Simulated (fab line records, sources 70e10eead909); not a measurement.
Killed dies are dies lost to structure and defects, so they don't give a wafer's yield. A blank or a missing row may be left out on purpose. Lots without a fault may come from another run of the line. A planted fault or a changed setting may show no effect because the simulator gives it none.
fab line records | flow nand_harc
record lots=6 wafers=18 last_day=30
route steps=1302 shown A_STAIRCASE@670
lots that met no fault: from a run of the same line without faults
start_h: hours from the record's first day to the start of the lot's first wafer shown | wait_h: hours since the lot's step before | " the same as in the row above | L1.1+2: a row that stands for several wafers | - no value, or no start given | * or withheld: withheld | < > ~ a bound
route shown NAME@n: a module of which the file shows steps, and the number in the route of the first | usual: mean/standard deviation of fault-free wafers | same: alike in all rows | chamber/n: place in a boat | sites: the reading at each site | _std_site: their standard deviation | _edge_site: outer sites' mean less inner sites' | radius_mm: how far each site lies from the wafer's centre | mask NAME#n: copy n | behind: the tool/chamber that last shaped the wafer | hold: why the lot was held/for how many hours/how that ended | device: the transistor (n, p or np) that didn't switch | end of line: the same wafers' tests at the end of the route | a step without rows: its recipe alone | killed: dies lost to structure and defects at the first sort, not the wafer's yield | map: a wafer's dies, x killed, . not, _ none there
set.NAME: the setting as run; set.NAME@STEP: as run at that earlier step | model.NAME: the simulator's own value behind a step, which no gauge read
lots at some steps of the route; a table a step, a row a wafer
services: from which hour (start_h, from the record's first day; less than 0 if before it) a tool's chamber was out of use, for how many hours, and why
## steps
# step NHARC_A_STAIRCASE_TRIM_14
# recipe time_s=211.2 o2_flow_sccm=500 ar_flow_sccm=0 bias_w=0 chemistry=O2
# usual drypump_motor_current_A=5.7/0.56 oes_product_au=1.000/0.0074 rf_vpp_V=57.7/0.94 showerhead_plenum_p_Torr=3.56/0.17 throttle_valve_pct=17.036/0.0091
# columns lot.wafer tool chamber start_h wait_h drypump_motor_current_A oes_product_au rf_hours_counter_h rf_vpp_V showerhead_plenum_p_Torr throttle_valve_pct
L880.2 rie_diel-09 0 - - 6.1 0.986 6 58.0 3.58 17.052
L880.3 " 1 " " 5.5 1.003 9 57.6 3.56 17.031
L880.5 " 1 " " 5.5 1.002 - 57.8 3.56 17.035
L883.1 rie_diel-01 3 - - 6.1 1.002 2 57.7 3.31 17.025
L883.5 " 0 " " 4.8 1.001 - 58.7 3.81 17.035
L883.6 " 1 " " 6.3 0.996 - 59.0 3.67 17.036
L885.2 rie_diel-05 1 - - 5.3 0.996 53 58.7 3.65 17.046
L885.1 " 2 " " 4.7 0.990 56 56.6 3.51 17.037
L885.6 " 1 " " 5.3 0.998 - 57.1 3.65 17.042
L893.3 rie_diel-01 2 - - 6.4 0.996 47 57.5 3.78 17.033
L893.6 " 3 " " 6.1 1.001 - 57.4 3.29 17.028
L893.5 " 0 " " 4.8 1.005 - 58.2 3.79 17.030
L895.1 rie_diel-01 0 - - 4.8 0.998 33 57.8 3.79 17.026
L895.4 " 1 " " 6.2 1.015 28 58.1 3.66 17.040
L895.5 " 3 " " 6.0 0.995 - 57.1 3.29 17.031
L894.1 rie_diel-05 1 - - 5.3 0.990 24 58.0 3.63 17.021
L894.4 " 2 " " 4.7 0.993 22 55.6 3.50 17.026
L894.5 " 2 " " 4.7 0.992 - 56.7 3.50 17.024
# step NHARC_A_STAIRCASE_ETCH_15
# recipe target_depth_a=1000 time_s=40.5 ion_energy_ev=400 c4f8_flow_sccm=20 o2_flow_sccm=10 ar_flow_sccm=withheld rf_w=600 bias_w=1000 chemistry=C4F8/O2
# usual oes_product_au=0.941/0.011 rf_vpp_V=897/6.4 run_length_s=62.1/0.4
# columns lot.wafer tool chamber start_h wait_h oes_product_au rf_hours_counter_h rf_vpp_V run_length_s
L880.2 rie_diel-09 3 - - 0.925 6 896 62.1
L880.3 " 1 " " 0.947 9 898 62.2
L880.5 " 3 " " 0.933 - 897 62.0
L883.1 rie_diel-01 3 - - 0.921 3 888 61.8
L883.6 " 2 " " 0.930 - 906 62.2
L883.5 " 3 " " 0.918 - 889 61.8
L885.2 rie_diel-05 0 - - 0.947 55 888 61.8
L885.1 " 1 " " 0.935 53 900 63.2
L885.6 " 2 " " 0.935 - 895 63.0
L893.3 rie_diel-01 2 - - 0.957 47 906 62.5
L893.6 " 1 " " 0.949 - 901 62.0
L893.5 " 2 " " 0.949 - 906 62.6
L895.1 rie_diel-01 3 - - 0.962 41 886 61.8
L895.4 " 0 " " 0.968 33 905 61.9
L895.5 " 2 " " 0.963 - 904 62.6
L894.4 rie_diel-05 0 - - 0.941 24 888 62.2
L894.1 " 1 " " 0.933 24 900 62.4
L894.5 " 3 " " 0.944 - 902 62.4
# step NHARC_A_STAIRCASE_TRIM_16
# recipe time_s=211.2 o2_flow_sccm=500 ar_flow_sccm=0 bias_w=0 chemistry=O2
# usual drypump_motor_current_A=5.8/0.53 oes_product_au=0.997/0.0071 rf_vpp_V=57.8/0.96 showerhead_plenum_p_Torr=3.55/0.17 throttle_valve_pct=17.036/0.0088
# columns lot.wafer tool chamber start_h wait_h drypump_motor_current_A oes_product_au rf_hours_counter_h rf_vpp_V showerhead_plenum_p_Torr throttle_valve_pct
L880.2 rie_diel-09 0 - - 6.1 0.991 6 55.0 3.58 17.018
L880.3 " 1 " " 5.5 0.998 9 58.7 3.56 17.025
L880.5 " 0 " " 6.1 0.991 - 57.0 3.58 17.042
L883.1 rie_diel-01 0 - - 4.9 0.986 3 59.6 3.81 17.034
L883.6 " 2 " " 6.4 0.997 - 57.2 3.81 17.045
L883.5 " 3 " " 6.1 0.973 - 57.5 3.31 17.043
L885.2 rie_diel-05 1 - - 5.4 0.998 54 58.2 3.65 17.031
L885.1 " 3 " " 6.3 0.993 51 57.7 3.71 17.026
L885.6 " 0 " " 5.9 0.989 - 57.8 3.32 17.022
L893.3 rie_diel-01 3 - - 6.1 0.998 41 57.4 3.29 17.042
L893.5 " 1 " " 6.3 1.004 - 58.1 3.66 17.031
L893.6 " 2 " " 6.4 1.003 - 59.5 3.78 17.038
L895.4 rie_diel-01 2 - - 6.4 0.996 48 57.4 3.78 17.056
L895.1 " 3 " " 6.1 0.990 41 57.0 3.29 17.038
L895.5 " 1 " " 6.3 0.992 - 57.5 3.66 17.031
L894.4 rie_diel-05 3 - - 6.3 1.000 22 58.1 3.69 17.037
L894.1 " 2 " " 4.7 0.990 23 56.6 3.50 17.041
L894.5 " 0 " " 5.8 0.992 - 56.6 3.31 17.055
# step NHARC_A_STAIRCASE_ETCH_17
# recipe target_depth_a=1000 time_s=40.5 ion_energy_ev=400 c4f8_flow_sccm=20 o2_flow_sccm=10 ar_flow_sccm=withheld rf_w=600 bias_w=1000 chemistry=C4F8/O2
# step NHARC_A_STAIRCASE_TRIM_18
# recipe time_s=211.2 o2_flow_sccm=500 ar_flow_sccm=0 bias_w=0 chemistry=O2
# step NHARC_A_STAIRCASE_ETCH_19
# recipe target_depth_a=1000 time_s=40.5 ion_energy_ev=400 c4f8_flow_sccm=20 o2_flow_sccm=10 ar_flow_sccm=withheld rf_w=600 bias_w=1000 chemistry=C4F8/O2
# usual oes_product_au=0.942/0.0091 rf_vpp_V=897/6.3 run_length_s=62.1/0.41
# columns lot.wafer tool chamber start_h wait_h oes_product_au rf_hours_counter_h rf_vpp_V run_length_s
L880.3 rie_diel-09 1 - - 0.939 9 898 62.3
L880.2 " 3 " " 0.938 6 896 61.5
L880.5 " 2 " " 0.947 - 889 61.2
L883.1 rie_diel-01 1 - - 0.952 5 901 62.2
L883.5 " 3 " " 0.939 - 888 62.0
L883.6 " 0 " " 0.957 - 906 61.6
L885.1 rie_diel-05 3 - - 0.940 51 902 61.7
L885.2 " 1 " " 0.953 54 900 62.7
L885.6 " 2 " " 0.959 - 895 62.6
L893.3 rie_diel-01 3 - - 0.942 41 887 61.9
L893.6 " 2 " " 0.954 - 904 62.6
L893.5 " 3 " " 0.940 - 887 61.8
L895.1 rie_diel-01 2 - - 0.949 48 905 62.3
L895.4 " 3 " " 0.940 41 886 61.8
L895.5 " 2 " " 0.954 - 905 62.2
L894.4 rie_diel-05 3 - - 0.942 22 902 61.7
L894.1 " 0 " " 0.931 24 889 62.0
L894.5 " 3 " " 0.935 - 902 62.0
# step NHARC_A_STAIRCASE_TRIM_20
# recipe time_s=211.2 o2_flow_sccm=500 ar_flow_sccm=0 bias_w=0 chemistry=O2
# step NHARC_A_STAIRCASE_ETCH_21
# recipe target_depth_a=1000 time_s=40.5 ion_energy_ev=400 c4f8_flow_sccm=20 o2_flow_sccm=10 ar_flow_sccm=withheld rf_w=600 bias_w=1000 chemistry=C4F8/O2
# step NHARC_A_STAIRCASE_TRIM_22
# recipe time_s=211.2 o2_flow_sccm=500 ar_flow_sccm=0 bias_w=0 chemistry=O2
# step NHARC_A_STAIRCASE_ETCH_23
# recipe target_depth_a=1000 time_s=40.5 ion_energy_ev=400 c4f8_flow_sccm=20 o2_flow_sccm=10 ar_flow_sccm=withheld rf_w=600 bias_w=1000 chemistry=C4F8/O2
# step NHARC_A_STAIRCASE_TRIM_24
# recipe time_s=211.2 o2_flow_sccm=500 ar_flow_sccm=0 bias_w=0 chemistry=O2
# usual drypump_motor_current_A=5.8/0.56 oes_product_au=0.998/0.007 rf_vpp_V=57.9/0.98 showerhead_plenum_p_Torr=3.54/0.18 throttle_valve_pct=17.036/0.0092
# columns lot.wafer tool chamber start_h wait_h drypump_motor_current_A oes_product_au rf_hours_counter_h rf_vpp_V showerhead_plenum_p_Torr throttle_valve_pct
L880.3 rie_diel-01 1 - - 6.2 0.994 48 58.4 3.68 17.042
L880.2 " 3 " " 6.1 0.994 54 58.3 3.31 17.029
L880.5 " 1 " " 6.2 1.004 - 58.3 3.68 17.051
L883.1 rie_diel-01 2 - - 6.4 0.999 5 57.7 3.80 17.034
L883.6 " 2 " " 6.4 0.988 - 59.1 3.80 17.039
L883.5 " 3 " " 6.1 0.989 - 57.3 3.31 17.024
L885.1 rie_diel-01 2 - - 6.4 0.995 7 58.9 3.80 17.033
L885.2 " 3 " " 6.1 0.999 5 58.3 3.31 17.040
L885.6 " 2 " " 6.4 0.987 - 59.5 3.80 17.035
L893.3 rie_diel-05 1 - - 5.4 0.996 24 57.2 3.63 17.024
L893.5 " 2 " " 4.7 1.003 - 55.7 3.50 17.030
L893.6 " 3 " " 6.3 1.003 - 58.4 3.69 17.043
L895.1 rie_diel-01 3 - - 6.1 0.992 42 57.4 3.29 17.037
L895.4 " 1 " " 6.3 1.000 28 59.3 3.66 17.016
L895.5 " 2 " " 6.4 1.000 - 58.6 3.78 17.026
L894.4 rie_diel-05 3 - - 6.4 0.998 23 57.5 3.69 17.052
L894.1 " 1 " " 5.3 0.995 25 59.0 3.63 17.034
L894.5 " 3 " " 6.3 0.993 - 57.9 3.69 17.041
# step NHARC_A_STAIRCASE_ETCH_25
# recipe target_depth_a=1000 time_s=40.5 ion_energy_ev=400 c4f8_flow_sccm=20 o2_flow_sccm=10 ar_flow_sccm=withheld rf_w=600 bias_w=1000 chemistry=C4F8/O2
# usual oes_product_au=0.943/0.0083 rf_vpp_V=896/6.6 run_length_s=62.1/0.4
# columns lot.wafer tool chamber start_h wait_h oes_product_au rf_hours_counter_h rf_vpp_V run_length_s
L880.2 rie_diel-01 0 355.27 - 0.944 53 886 62.1
L880.3 " 3 " " 0.948 54 889 62.0
L880.5 " 1 " " 0.945 - 902 62.4
L883.1 rie_diel-01 0 397.46 - 0.953 3 907 49.7
L883.6 " 0 " " 0.961 - 906 49.7
L883.5 " 1 " " 0.932 - 902 61.9
L885.1 rie_diel-01 1 402.47 - 0.937 7 902 50.9
L885.2 " 0 " " 0.963 5 906 61.9
L885.6 " 1 " " 0.934 - 900 50.6
L893.3 rie_diel-05 3 495.67 - 0.925 22 902 61.7
L893.6 " 1 " " 0.956 - 901 62.4
L893.5 " 2 " " 0.931 - 895 62.2
L895.1 rie_diel-01 1 498.81 - 0.949 28 901 62.2
L895.4 " 3 " " 0.942 42 887 62.2
L895.5 " 1 " " 0.949 - 902 62.0
L894.1 rie_diel-05 0 499.07 - 0.936 25 888 62.5
L894.4 " 2 " " 0.940 23 895 62.4
L894.5 " 1 " " 0.948 - 899 62.4
# step NHARC_A_STAIRCASE_TRIM_26
# recipe time_s=211.2 o2_flow_sccm=500 ar_flow_sccm=0 bias_w=0 chemistry=O2
## services
# columns tool chamber start_h hours kind
rie_diel-01 0 336.09 - clean
rie_diel-01 1 336.09 - clean
rie_diel-01 2 336.09 - clean
rie_diel-01 3 336.09 - clean
rie_diel-01 2 354.91 5.2 repair
rie_diel-09 2 358.23 47.1 repair
rie_diel-01 0 360.74 - clean
rie_diel-01 1 360.74 - clean
rie_diel-01 2 360.74 - clean
rie_diel-01 3 360.74 - clean
rie_diel-01 - 380.80 9.0 pm
rie_diel-01 0 380.80 9.0 vent_cycle
rie_diel-01 1 380.80 9.0 vent_cycle
rie_diel-01 2 380.80 9.0 vent_cycle
rie_diel-01 3 380.80 9.0 vent_cycle
rie_diel-09 - 386.94 0.4 repair
rie_diel-01 0 389.80 - clean
rie_diel-01 0 389.80 - consumable_replace:showerhead
rie_diel-01 1 389.80 - clean
rie_diel-01 2 389.80 - clean
rie_diel-09 0 399.13 5.0 repair
rie_diel-05 - 409.71 9.0 pm
rie_diel-09 3 448.75 12.9 repair
rie_diel-01 1 476.34 10.3 repair
## key
first_sign step=NHARC_A_STAIRCASE_ETCH_25 reading=run_length_s direction=down sigmas=30 usual=* struck=*
effect none on later readings
met_at NHARC_A_STAIRCASE_ETCH_25
struck_wafers L883.1,L883.6,L885.1,L885.6
later_rows_left_out L883.1,L883.6,L885.1,L885.6
sort_left_out L883.1,L883.6,L885.1,L885.6
tester_left_out L883,L885
onset_between 355.27 397.46
fault kind=process_parameter_drift tool=rie_diel-01 chamber=- onset_h=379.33 steps=NHARC_A_STAIRCASE_ETCH_25 channel=time_s offset=* shape=step end_h=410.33 scope=struck_wafers_only acts_in=* stated=*
# tester_left_out: of these lots the tester's yield and bins aren't shown, on N5 and GAA mostly nor the transistor test; their killed dies are dies lost to structure and defects alone, not to doping, threshold or leakage, so they don't give the yield
# sort_left_out: the simulated sort isn't trusted on such a fault, so these wafers' sort isn't shown, and their yield isn't known
# later_rows_left_out: the simulator's readings of these wafers behind a module that went badly wrong aren't trusted and aren't shown, but for the sort
